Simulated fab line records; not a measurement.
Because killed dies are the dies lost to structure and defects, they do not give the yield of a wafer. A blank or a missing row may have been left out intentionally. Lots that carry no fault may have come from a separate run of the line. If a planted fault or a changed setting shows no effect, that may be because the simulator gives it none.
fab line records	flow n5-finfet
record: lots: 7	wafers: 21
route steps=1938 shown ZERO_LAYER@4 FIN_CUT@157 DUMMY_GATE@224 SD_EPI_N@275 SDB@348 HKMG_FIN@427
start-h: the number of hours between the record's first day and the start of the first shown wafer of the lot	wait-h: how many hours have passed since the lot's step before this one	" unchanged from the row above	L1.1+2: a row that stands for several wafers	- no value present, or no start provided	* or withheld: withheld	< > ~ a bound
route shown NAME@n: NAME is a module with steps in the file, n the number in the route of the first one	usual: the fault-free wafers' mean and standard deviation	same: alike in all rows	chamber/n: place in a boat	sites: per-site readings	_std_site: the standard deviation of these	_edge_site: inner sites' mean taken away from outer sites' mean	radius-mm: for every site, how far away it sits from the centre of the wafer	mask NAME#n: copy n	behind: the last tool/chamber to shape the wafer	hold: why the lot was held/for how many hours/how that ended	device: the transistor (n, p or np) that didn't switch	end of line: the same wafers' tests at the end of the route	a step without rows: its recipe alone	killed: dies lost to structure and defects at the first sort, not the wafer's yield	map: a wafer's dies, x killed, . not, _ none there
set.NAME: the setting the step ran with; set.NAME@STEP: the setting that earlier step ran with	model.NAME: the simulator's own value behind a step, which no gauge read
lots with deliberately changed settings; one table per step, one row per wafer
== steps ==
step: N5_ZERO_LAYER_PECVD_02
recipe: material: SiO2	target-thk-a: 100	temp-c: 400	precursor: SiH4/N2O	pressure-torr: 0.75	rf-w: 275	time-s: 6
lot.wafer	tool	chamber	start-h	wait-h	set.time-s	model.SiO2_of_ZERO_LAYER_PECVD_02.thk-nm
L079.2	pecvd-01	2	42.28	0.0	6	9.506
L079.5	"	1	"	"	6.724	11.23
L079.6	"	2	"	"	6.724	10.88
L080.1	pecvd-01	0	48.28	0.0	6	9.787
L080.2	"	2	"	"	6	9.832
L080.3	"	1	"	"	6	9.84
L082.4	pecvd-02	0	60.31	0.1	5.434	9.233
L082.5	"	1	"	"	6	10.11
L082.6	"	2	"	"	5.434	9.37
L088.1	pecvd-01	1	96.28	0.0	6	10.03
L088.2	"	0	"	"	6	9.894
L088.5	"	2	"	"	6	10.07
L090.1	pecvd-01	1	108.29	0.0	6	10.1
L090.3	"	2	"	"	5.465	9.097
L090.4	"	2	"	"	6	10.05
L094.2	pecvd-01	1	132.28	0.0	6	10.36
L094.3	"	2	"	"	6	9.962
L094.4	"	1	"	"	6	10.52
L097.1	pecvd-03	2	150.28	0.0	6	9.858
L097.2	"	0	"	"	6	9.553
L097.4	"	1	"	"	6	9.905
step: N5_FIN_CUT_COAT_02
recipe: resist: CAR-EUV	spin-rpm: 1500	resist-thk-nm: 30
lot.wafer	tool	chamber	start-h	wait-h	set.spin-rpm	model.CAR-EUV_of_FIN_CUT_COAT_02.thk-nm
L079.2	litho-track-05	0	-	-	1587	29.2
L079.5+6	"	0	"	"	1500	30.2
L080.1	litho-track-05	0	-	-	1500	30.2
L080.2	"	0	"	"	1500	30
L080.3	"	0	"	"	1396	31.2
L082.4+5	litho-track-04	0	-	-	1500	30.2
L082.6	"	0	"	"	1500	30
L088.1+2	litho-track-03	0	-	-	1500	30.2
L088.5	"	0	"	"	1500	30.4
L090.1+4	litho-track-03	0	-	-	1500	30.2
L090.3	"	0	"	"	1500	30
L094.2+3+4	litho-track-03	0	-	-	1500	30.2
L097.1+4	litho-track-03	0	-	-	1500	30.2
L097.2	"	0	"	"	1605	29.2
step: N5_FIN_CUT_EXPOSE_05
recipe: mask-id: FIN_CUT	na: 0.33	source-shape: annular	sigma-inner: 0.35	sigma-outer: 0.8	polarization: unpolarized	dose-mj: 45.75
lot.wafer	tool	chamber	start-h	wait-h	mask	set.dose-mj
L079.2+5+6	euv-scanner-02	0	57.14	-	FIN_CUT#0	45.75
L080.1+3	euv-scanner-01	0	62.27	-	FIN_CUT#0	42.65
L080.2	"	0	"	"	FIN_CUT#0	45.75
L082.4+5+6	euv-scanner-02	0	76.48	-	FIN_CUT#0	49
L088.1+2+5	euv-scanner-01	0	111.21	-	FIN_CUT#0	45.75
L090.1+3	euv-scanner-01	0	123.40	-	FIN_CUT#0	43.84
L090.4	"	0	"	"	FIN_CUT#0	45.75
L094.2+3+4	euv-scanner-01	0	146.53	-	FIN_CUT#0	45.75
L097.1+4	euv-scanner-01	0	164.69	-	FIN_CUT#0	45.75
L097.2	"	0	"	"	FIN_CUT#0	48.68
step: N5_FIN_CUT_PEB_06
recipe: peb-temp-c: 100	peb-time-s: 60	resist: CAR-EUV
step: N5_FIN_CUT_DEVELOP_07
recipe: develop-time-s: 30	developer: TMAH	resist: CAR-EUV	rinse-liquid: surfactant-rinse	dry: air-spin	dev-temp-c: 23
lot.wafer	tool	chamber	start-h	wait-h	set.spin-rpm@FIN_CUT_COAT_02	model.CAR-EUV_of_FIN_CUT_COAT_02.thk-nm
L079.2	litho-track-03	0	-	-	1587	28.8
L079.5+6	"	0	"	"	1500	29.6
L080.1	litho-track-04	0	-	-	1500	29.8
L080.2	"	0	"	"	1500	29.6
L080.3	"	0	"	"	1396	30.8
L082.4+6	litho-track-05	0	-	-	1500	29.6
L082.5	"	0	"	"	1500	29.8
L088.1+2+5	litho-track-05	0	-	-	1500	29.8
L090.1+3+4	litho-track-03	0	-	-	1500	29.6
L094.2+3	litho-track-05	0	-	-	1500	29.6
L094.4	"	0	"	"	1500	29.8
L097.1+4	litho-track-03	0	-	-	1500	29.6
L097.2	"	0	"	"	1605	28.6
step: N5_FIN_CUT_CD_MEAS_08
recipe: target-cd-nm: 29.1	landing-energy-ev: 500	detector: se-inlens	polarity: opening
usual: cd-nm: 29.14/0.22
lot.wafer	tool	chamber	start-h	wait-h	set.dose-mj@FIN_CUT_EXPOSE_05	cd-nm
L079.2	cd-sem-02	0	57.27	-	45.75	28.95
L079.5	"	0	"	"	45.75	29.08
L079.6	"	0	"	"	45.75	28.91
L080.1	cd-sem-02	0	62.40	-	42.65	28.07
L080.2	"	0	"	"	45.75	29.66
L080.3	"	0	"	"	42.65	28.17
L082.4	cd-sem-01	0	76.60	-	49	30.74
L082.5	"	0	"	"	49	30.18
L082.6	"	0	"	"	49	30.54
L088.1	cd-sem-02	0	111.34	-	45.75	29.37
L088.2	"	0	"	"	45.75	29.00
L088.5	"	0	"	"	45.75	28.85
L090.1	cd-sem-03	0	123.54	-	43.84	28.55
L090.3	"	0	"	"	43.84	28.20
L090.4	"	0	"	"	45.75	28.64
L094.2	cd-sem-01	0	146.66	-	45.75	29.14
L094.3	"	0	"	"	45.75	29.01
L094.4	"	0	"	"	45.75	29.32
L097.1	cd-sem-03	0	164.82	-	45.75	29.22
L097.2	"	0	"	"	48.68	30.49
L097.4	"	0	"	"	45.75	28.79
step: N5_FIN_CUT_DESCUM_13
recipe: chemistry: O2	time-s: 7	source-power-w: 50	bias-power-w: 20	pressure-mtorr: 20	rf-frequency-hz: 2.712e+07	temp-c: 40	resist: CAR-EUV	o2-flow-sccm: 225
step: N5_FIN_CUT_ETCH_30
recipe: chemistry: N2/H2	target: underlayer	target-depth-a: 130	mask-material: CAR-EUV	time-s: 10.4	ion-energy-ev: 200	pressure-mtorr: 30	source-w: 840	bias-w: 150	n2-flow-sccm: 200	h2-flow-sccm: 200	ends: cleared
lot.wafer	tool	chamber	start-h	wait-h	set.dose-mj@FIN_CUT_EXPOSE_05	model.FIN_CUT.cd-offset-nm
L079.2	rie-diel-03	3	57.42	0.0	45.75	0.2
L079.5	"	2	"	"	45.75	0.4
L079.6	"	1	"	"	45.75	-0.2
L080.1	rie-diel-06	1	62.56	0.0	42.65	-1
L080.2	"	3	"	"	45.75	0
L080.3	"	2	"	"	42.65	-1.2
L082.4	rie-diel-06	1	76.92	0.0	49	1.6
L082.5	"	1	"	"	49	1.4
L082.6	"	0	"	"	49	1.2
L088.1	rie-diel-06	3	111.50	0.0	45.75	0.4
L088.2	"	1	"	"	45.75	0
L088.5	"	2	"	"	45.75	0.2
L090.1+3	rie-diel-03	3,0	123.70	0.0	43.84	-0.4
L090.4	"	1	"	"	45.75	0
L094.2	rie-diel-03	2	146.86	0.0	45.75	0
L094.3	"	0	"	"	45.75	0.2
L094.4	"	3	"	"	45.75	0.6
L097.1	rie-diel-06	2	164.98	0.0	45.75	0.2
L097.2	"	0	"	"	48.68	1.2
L097.4	"	1	"	"	45.75	0
step: N5_DUMMY_GATE_COAT_28
recipe: resist: underlayer	temp-c: 205	time-s: 60	spin-rpm: 1500	resist-thk-nm: 10
lot.wafer	tool	chamber	start-h	wait-h	set.spin-rpm	model.underlayer_of_DUMMY_GATE_COAT_28.thk-nm
L079.2+5+6	litho-track-02	0	-	-	1500	10
L080.1+3	litho-track-02	0	-	-	1500	10
L080.2	"	0	"	"	1360	10.6
L082.4+6	litho-track-03	0	-	-	1407	10.4
L082.5	"	0	"	"	1500	10
L088.1+2+5	litho-track-01	0	-	-	1500	10
L090.1+3+4	litho-track-01	0	-	-	1500	10
L094.2+3+4	litho-track-02	0	-	-	1500	10
L097.1	litho-track-02	0	-	-	1635	9.6
L097.2+4	"	0	"	"	1500	10
step: N5_SD_EPI_N_ETCH_35
recipe: chemistry: N2/H2	target: SOC	overetch-a: 1080	mask-material: SiARC	temp-c: 40	ion-energy-ev: 100	source-w: 3000	bias-w: 133	pressure-mtorr: 20	time-s: 486	n2-flow-sccm: 200	h2-flow-sccm: 200
lot.wafer	tool	chamber	start-h	wait-h	set.time-s	model.SiARC_of_SD_EPI_N_COAT_33.thk-nm
L079.2	rie-diel-04	3	79.66	0.0	486	18.8
L079.5	"	3	"	"	397.2	21.8
L079.6	"	0	"	"	397.2	22.6
L080.1	rie-diel-04	1	83.19	0.0	522.9	17.8
L080.2	"	0	"	"	486	19.8
L080.3	"	2	"	"	486	19.4
L082.4	rie-diel-04	1	100.43	0.0	582.1	16.2
L082.5	"	1	"	"	582.1	16
L082.6	"	0	"	"	486	20
L088.1+5	rie-diel-04	1	134.36	0.0	486	20
L088.2	"	3	"	"	486	19.2
L090.1	rie-diel-04	1	144.87	0.0	486	19.8
L090.3	"	2	"	"	517.4	18.4
L090.4	"	3	"	"	486	19.2
L094.2	rie-diel-01	2	168.23	0.0	486	19.2
L094.3	"	0	"	"	486	19.8
L094.4	"	1	"	"	383	23.4
L097.1+4	rie-diel-04	2	186.46	0.0	486	19.4
L097.2	"	1	"	"	441.3	21
step: N5_SD_EPI_N_STRIP_36
recipe: chemistry: N2/H2	temp-c: 40	n2-flow-sccm: 200	h2-flow-sccm: 200	rf-frequency-hz: 6e+07
step: N5_SD_EPI_N_ETCHBACK_44
recipe: chemistry: CH3F/O2	mode: anisotropic-etchback	target: SiNx	target-depth-a: 145	stop-on: SiO2	over-etch-frac: 0.3	ion-energy-ev: 120	pressure-mtorr: 30	source-w: 395	bias-w: 73	Ar_flow_sccm: 150	CH3F_flow_sccm: 30	O2_flow_sccm: 20
step: N5_SD_EPI_N_ETCH_45
recipe: chemistry: CH3F/O2	target: SiOCN	target-depth-a: 60	mask-material: SOC	ion-energy-ev: 60	bias-w: 29	pressure-mtorr: 15	source-w: 410	Ar_flow_sccm: 150	CH3F_flow_sccm: 30	O2_flow_sccm: 20
step: N5_SD_EPI_N_ETCH_16
recipe: chemistry: CHF3/O2	target: SiO2	target-depth-a: 50	mask-material: SOC	pressure-mtorr: 30	source-w: 650	bias-w: 170	Ar_flow_sccm: 200	CHF3_flow_sccm: 50	O2_flow_sccm: 5	ion-energy-ev: 200
lot.wafer	tool	chamber	start-h	wait-h	set.time-s@SD_EPI_N_ETCH_35	model.SiARC_of_SD_EPI_N_COAT_33.thk-nm
L079.2	rie-diel-04	3	80.18	0.1	486	11.2
L079.5	"	3	"	"	397.2	14.2
L079.6	"	0	"	"	397.2	15.4
L080.1	rie-diel-04	1	83.72	0.1	522.9	10.4
L080.2	"	0	"	"	486	12.6
L080.3	"	2	"	"	486	11.8
L082.4	rie-diel-04	1	100.96	0.1	582.1	8.8
L082.5	"	1	"	"	582.1	8.6
L082.6	"	0	"	"	486	12.8
L088.1+5	rie-diel-04	1	134.88	0.1	486	12.8
L088.2	"	3	"	"	486	11.6
L090.1	rie-diel-04	1	145.40	0.1	486	12.6
L090.3	"	2	"	"	517.4	10.8
L090.4	"	3	"	"	486	11.6
L094.2	rie-diel-01	2	168.76	0.1	486	11.6
L094.3	"	0	"	"	486	12.4
L094.4	"	1	"	"	383	16
L097.1+4	rie-diel-04	2	186.98	0.1	486	11.8
L097.2	"	1	"	"	441.3	13.8
step: N5_SDB_COAT_03
recipe: resist: SOC	temp-c: 250	time-s: 60	spin-rpm: 1500	resist-thk-nm: 100
lot.wafer	tool	chamber	start-h	wait-h	set.spin-rpm	model.SOC_of_SDB_COAT_03.thk-nm
L079.2+5	litho-track-01	0	96.96	0.1	1404	103
L079.6	"	0	"	"	1500	99.6
L080.1+3	litho-track-04	0	99.05	0.1	1500	100.4
L080.2	"	0	"	"	1500	100.2
L082.4	litho-track-04	0	116.03	0.0	1575	97.2
L082.5+6	"	0	"	"	1500	99.8
L088.1+2+5	litho-track-02	0	150.65	0.1	1500	100
L090.1	litho-track-01	0	163.02	0.1	1500	100.2
L090.3	"	0	"	"	1582	97.4
L090.4	"	0	"	"	1500	99.8
L094.2	litho-track-04	0	184.43	0.1	1500	100.4
L094.3+4	"	0	"	"	1500	100.2
L097.1	litho-track-04	0	204.10	0.1	1500	100
L097.2+4	"	0	"	"	1665	95
step: N5_SDB_ETCH_17
recipe: chemistry: CF4	target: SiARC	target-depth-a: 234	mask-material: CAR-ArF	time-s: 39	ion-energy-ev: 80	pressure-mtorr: 40	source-w: 545	bias-w: 36	Ar_flow_sccm: 100	cf4-flow-sccm: 100	ends: cleared
lot.wafer	tool	chamber	start-h	wait-h	set.cf4-flow-sccm
L079.2	rie-diel-04	0	97.45	0.0	83.13
L079.5+6	"	3,0	"	"	100
L080.1	rie-diel-02	1	99.54	0.0	89.41
L080.2+3	"	3,0	"	"	100
L082.4+6	rie-diel-02	3,2	116.54	0.0	118.1
L082.5	"	1	"	"	100
L088.1+2+5	rie-diel-04	1,0,3	151.34	0.0	100
L090.1+3+4	rie-diel-01	2,1,3	163.51	0.0	100
L094.2+3+4	rie-diel-01	1,2,0	185.54	0.0	112.1
L097.1+2	rie-diel-01	1,0	204.59	0.0	100
L097.4	"	3	"	"	118.4
step: N5_SDB_ETCH_18
recipe: chemistry: N2/H2	target: SOC	target-depth-a: 1000	overetch-a: 200	mask-material: SiARC	temp-c: 40	time-s: 150	ion-energy-ev: 200	pressure-mtorr: 30	source-w: 840	bias-w: 150	n2-flow-sccm: 200	h2-flow-sccm: 200
lot.wafer	tool	chamber	start-h	wait-h	set.spin-rpm@SDB_COAT_03	model.etch.depth-nm
L079.2	rie-diel-04	0	97.49	0.0	1404	103
L079.5	"	3	"	"	1404	103.1
L079.6	"	0	"	"	1500	99.57
L080.1	rie-diel-02	1	99.57	0.0	1500	100.3
L080.2	"	3	"	"	1500	100.1
L080.3	"	0	"	"	1500	100.4
L082.4	rie-diel-02	3	116.62	0.1	1575	97.26
L082.5	"	1	"	"	1500	99.9
L082.6	"	2	"	"	1500	99.75
L088.1	rie-diel-04	1	151.38	0.0	1500	99.91
L088.2	"	0	"	"	1500	99.99
L088.5	"	3	"	"	1500	99.96
L090.1	rie-diel-01	2	163.55	0.0	1500	100.2
L090.3	"	1	"	"	1582	97.35
L090.4	"	3	"	"	1500	99.87
L094.2+4	rie-diel-01	1,0	185.57	0.0	1500	100.3
L094.3	"	2	"	"	1500	100.2
L097.1	rie-diel-01	1	204.63	0.0	1500	100
L097.2	"	0	"	"	1665	95.05
L097.4	"	3	"	"	1665	95.08
step: N5_SDB_STRIP_19
recipe: chemistry: N2/H2	temp-c: 40	n2-flow-sccm: 200	h2-flow-sccm: 200	rf-frequency-hz: 6e+07
step: N5_SDB_STRIP_21
recipe: chemistry: CF4	resist: SiARC	power-w: 300	bias-power-w: 75	pressure-mtorr: 50	cf4-flow-sccm: 150	rf-frequency-hz: 6e+07
step: N5_SDB_HM_OPEN_20
recipe: chemistry: CH3F/O2	target: SiNx	mask-material: SOC	target-depth-a: 240	stop-on: poly-Si	over-etch-frac: 0.4	ion-energy-ev: 120	pressure-mtorr: 30	source-w: 395	bias-w: 73	Ar_flow_sccm: 150	CH3F_flow_sccm: 30	O2_flow_sccm: 20
lot.wafer	tool	chamber	start-h	wait-h	set.spin-rpm@SDB_COAT_03	model.SOC_of_SDB_COAT_03.thk-nm
L079.2	rie-diel-04	0	97.65	0.0	1404	87.4
L079.5	"	3	"	"	1404	86.8
L079.6	"	0	"	"	1500	83.8
L080.1+2	rie-diel-02	1,3	99.73	0.0	1500	84.2
L080.3	"	0	"	"	1500	84
L082.4	rie-diel-02	3	116.75	0.0	1575	81.6
L082.5+6	"	1,2	"	"	1500	84
L088.1	rie-diel-04	1	151.54	0.0	1500	84.2
L088.2	"	0	"	"	1500	84.4
L088.5	"	3	"	"	1500	83.6
L090.1	rie-diel-01	2	163.71	0.0	1500	83.4
L090.3	"	1	"	"	1582	81.4
L090.4	"	3	"	"	1500	84
L094.2+4	rie-diel-01	1,0	185.73	0.0	1500	84.4
L094.3	"	2	"	"	1500	83.8
L097.1	rie-diel-01	1	204.78	0.0	1500	83.8
L097.2+4	"	0,3	"	"	1665	79.2
step: N5_SDB_STRIP_22
recipe: chemistry: N2/H2	power-w: 1000	temp-c: 250	h2-frac: 0.65	overash-fraction: 0.3	pressure-mtorr: withheld	n2-flow-sccm: 1750	h2-flow-sccm: 3250
usual: strip-time-to-endpoint-s: 96.2/0.43
lot.wafer	tool	chamber	start-h	wait-h	set.spin-rpm@SDB_COAT_03	strip-time-to-endpoint-s
L079.2	plasma-asher-02	1	97.73	0.1	1404	99.5
L079.5	"	1	"	"	1404	98.8
L079.6	"	0	"	"	1500	96.1
L080.1	plasma-asher-02	1	99.81	0.1	1500	96.5
L080.2	"	0	"	"	1500	96.3
L080.3	"	1	"	"	1500	96.3
L082.4	plasma-asher-01	0	116.84	0.1	1575	94.0
L082.5	"	0	"	"	1500	96.2
L082.6	"	1	"	"	1500	96.2
L088.1	plasma-asher-02	0	151.62	0.1	1500	96.3
L088.2	"	1	"	"	1500	96.6
L088.5	"	0	"	"	1500	95.8
L090.1	plasma-asher-01	1	163.79	0.1	1500	95.6
L090.3	"	0	"	"	1582	93.7
L090.4	"	1	"	"	1500	96.2
L094.2	plasma-asher-01	0	185.81	0.1	1500	96.6
L094.3	"	1	"	"	1500	96.1
L094.4	"	0	"	"	1500	96.6
L097.1	plasma-asher-02	0	204.87	0.1	1500	96.0
L097.2	"	1	"	"	1665	91.6
L097.4	"	1	"	"	1665	91.8
step: N5_HKMG_FIN_EXPOSE_09
recipe: mask-id: NWFM	na: 1.35	source-shape: conventional	sigma-outer: 0.8	polarization: unpolarized	target-cd-nm: 98	dose-mj: 39.25
lot.wafer	tool	chamber	start-h	wait-h	mask	set.dose-mj
L079.2	arfi-scanner-03	0	106.19	-	NWFM#0	36.55
L079.5+6	"	0	"	"	NWFM#0	39.25
L080.1+2	arfi-scanner-03	0	108.51	-	NWFM#0	41.88
L080.3	"	0	"	"	NWFM#0	39.25
L082.4+6	arfi-scanner-01	0	126.11	-	NWFM#0	40.48
L082.5	"	0	"	"	NWFM#0	39.25
L088.1+2+5	arfi-scanner-02	0	160.73	-	NWFM#0	39.25
L090.1+3+4	arfi-scanner-02	0	172.50	-	NWFM#0	39.25
L094.2+4	arfi-scanner-02	0	195.28	-	NWFM#0	39.25
L094.3	"	0	"	"	NWFM#0	37.66
L097.1+4	arfi-scanner-03	0	214.02	-	NWFM#0	37.84
L097.2	"	0	"	"	NWFM#0	39.25
step: N5_HKMG_FIN_DEVELOP_11
recipe: develop-time-s: 30	developer: TMAH	resist: CAR-ArF	dev-temp-c: 23	rinse-liquid: diw	dry: air-spin
lot.wafer	tool	chamber	start-h	wait-h	set.develop-time-s
L079.2+5+6	litho-track-05	0	-	-	30
L080.1+2+3	litho-track-05	0	-	-	30
L082.4+5	litho-track-05	0	-	-	27.73
L082.6	"	0	"	"	30
L088.1+2+5	litho-track-04	0	-	-	30
L090.1	litho-track-03	0	-	-	30
L090.3+4	"	0	"	"	35.27
L094.2+3+4	litho-track-03	0	-	-	30
L097.1+2+4	litho-track-05	0	-	-	30
step: N5_HKMG_FIN_CD_MEAS_12
recipe: target-cd-nm: 92.8	landing-energy-ev: 500	detector: se-inlens
usual: cd-nm: 93.4/0.78
lot.wafer	tool	chamber	start-h	wait-h	set.dose-mj@HKMG_FIN_EXPOSE_09	cd-nm
L079.2	cd-sem-03	0	106.31	-	36.55	89.8
L079.5	"	0	"	"	39.25	93.5
L079.6	"	0	"	"	39.25	94.3
L080.1	cd-sem-03	0	108.63	-	41.88	98.1
L080.2	"	0	"	"	41.88	95.8
L080.3	"	0	"	"	39.25	91.9
L082.4	cd-sem-03	0	126.22	-	40.48	95.5
L082.5	"	0	"	"	39.25	92.1
L082.6	"	0	"	"	40.48	94.3
L088.1	cd-sem-03	0	160.85	-	39.25	92.3
L088.2	"	0	"	"	39.25	93.2
L088.5	"	0	"	"	39.25	92.6
L090.1	cd-sem-01	0	172.63	-	39.25	92.7
L090.3	"	0	"	"	39.25	94.6
L090.4	"	0	"	"	39.25	93.3
L094.2	cd-sem-01	0	195.40	-	39.25	93.8
L094.3	"	0	"	"	37.66	90.7
L094.4	"	0	"	"	39.25	94.2
L097.1	cd-sem-01	0	214.14	-	37.84	91.2
L097.2	"	0	"	"	39.25	94.8
L097.4	"	0	"	"	37.84	90.6
step: N5_HKMG_FIN_DESCUM_17
recipe: chemistry: O2	time-s: 7.9	source-power-w: 50	bias-power-w: 20	pressure-mtorr: 20	rf-frequency-hz: 2.712e+07	temp-c: 40	resist: CAR-ArF	o2-flow-sccm: 225
lot.wafer	tool	chamber	start-h	wait-h	set.dose-mj@HKMG_FIN_EXPOSE_09	model.HKMG_FIN.cd-nm
L079.2	rie-diel-02	0	106.89	0.5	36.55	90
L079.5	"	1	"	"	39.25	93.6
L079.6	"	0	"	"	39.25	94.2
L080.1	rie-diel-04	0	108.87	0.2	41.88	98.2
L080.2	"	3	"	"	41.88	96
L080.3	"	2	"	"	39.25	92.2
L082.4	rie-diel-01	0	126.36	0.1	40.48	95.4
L082.5	"	1	"	"	39.25	92.2
L082.6	"	2	"	"	40.48	94.4
L088.1	rie-diel-02	2	160.94	0.0	39.25	93
L088.2	"	3	"	"	39.25	93.2
L088.5	"	2	"	"	39.25	92.8
L090.1	rie-diel-02	0	172.72	0.0	39.25	92.6
L090.3	"	2	"	"	39.25	94.8
L090.4	"	1	"	"	39.25	93.8
L094.2	rie-diel-02	3	195.48	0.0	39.25	94
L094.3	"	0	"	"	37.66	90.4
L094.4	"	1	"	"	39.25	94.2
L097.1	rie-diel-04	1	214.23	0.0	37.84	91
L097.2	"	3	"	"	39.25	94.6
L097.4	"	0	"	"	37.84	90.8
== key ==
split: step: N5_ZERO_LAYER_PECVD_02	setting: time-s	stated: 6	by: wafer
response: step: N5_ZERO_LAYER_PECVD_02	reading: model.SiO2_of_ZERO_LAYER_PECVD_02.thk-nm	change: +0.112	per: 1%	r: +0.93
split: step: N5_FIN_CUT_COAT_02	setting: spin-rpm	stated: 1500	by: wafer
response: step: N5_FIN_CUT_COAT_02	reading: model.CAR-EUV_of_FIN_CUT_COAT_02.thk-nm	change: -0.156	per: 1%	r: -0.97
response: step: N5_FIN_CUT_DEVELOP_07	reading: model.CAR-EUV_of_FIN_CUT_COAT_02.thk-nm	change: -0.147	per: 1%	r: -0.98
split: step: N5_FIN_CUT_EXPOSE_05	setting: dose-mj	stated: 45.75	by: wafer
response: step: N5_FIN_CUT_CD_MEAS_08	reading: cd-nm	change: +0.202	per: 1%	r: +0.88
response: step: N5_FIN_CUT_ETCH_30	reading: model.FIN_CUT.cd-offset-nm	change: +0.155	per: 1%	r: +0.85
split: step: N5_DUMMY_GATE_COAT_28	setting: spin-rpm	stated: 1500	by: wafer
response: step: N5_DUMMY_GATE_COAT_28	reading: model.underlayer_of_DUMMY_GATE_COAT_28.thk-nm	change: -0.0565	per: 1%	r: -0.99
split: step: N5_SD_EPI_N_ETCH_35	setting: time-s	stated: 486	by: wafer
response: step: N5_SD_EPI_N_ETCH_35	reading: model.SiARC_of_SD_EPI_N_COAT_33.thk-nm	change: -0.19	per: 1%	r: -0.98
response: step: N5_SD_EPI_N_ETCH_16	reading: model.SiARC_of_SD_EPI_N_COAT_33.thk-nm	change: -0.2	per: 1%	r: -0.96
split: step: N5_SDB_COAT_03	setting: spin-rpm	stated: 1500	by: wafer
response: step: N5_SDB_COAT_03	reading: model.SOC_of_SDB_COAT_03.thk-nm	change: -0.479	per: 1%	r: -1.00
response: step: N5_SDB_ETCH_18	reading: model.etch.depth-nm	change: -0.481	per: 1%	r: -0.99
response: step: N5_SDB_HM_OPEN_20	reading: model.SOC_of_SDB_COAT_03.thk-nm	change: -0.444	per: 1%	r: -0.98
response: step: N5_SDB_STRIP_22	reading: strip-time-to-endpoint-s	change: *	per: 1%	r: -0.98
split: step: N5_SDB_ETCH_17	setting: cf4-flow-sccm	stated: 100	by: wafer
response none clear
split: step: N5_HKMG_FIN_EXPOSE_09	setting: dose-mj	stated: 39.25	by: wafer
response: step: N5_HKMG_FIN_CD_MEAS_12	reading: cd-nm	change: +0.75	per: 1%	r: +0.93
response: step: N5_HKMG_FIN_DESCUM_17	reading: model.HKMG_FIN.cd-nm	change: +0.734	per: 1%	r: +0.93
split: step: N5_HKMG_FIN_DEVELOP_11	setting: develop-time-s	stated: 30	by: wafer
response none clear
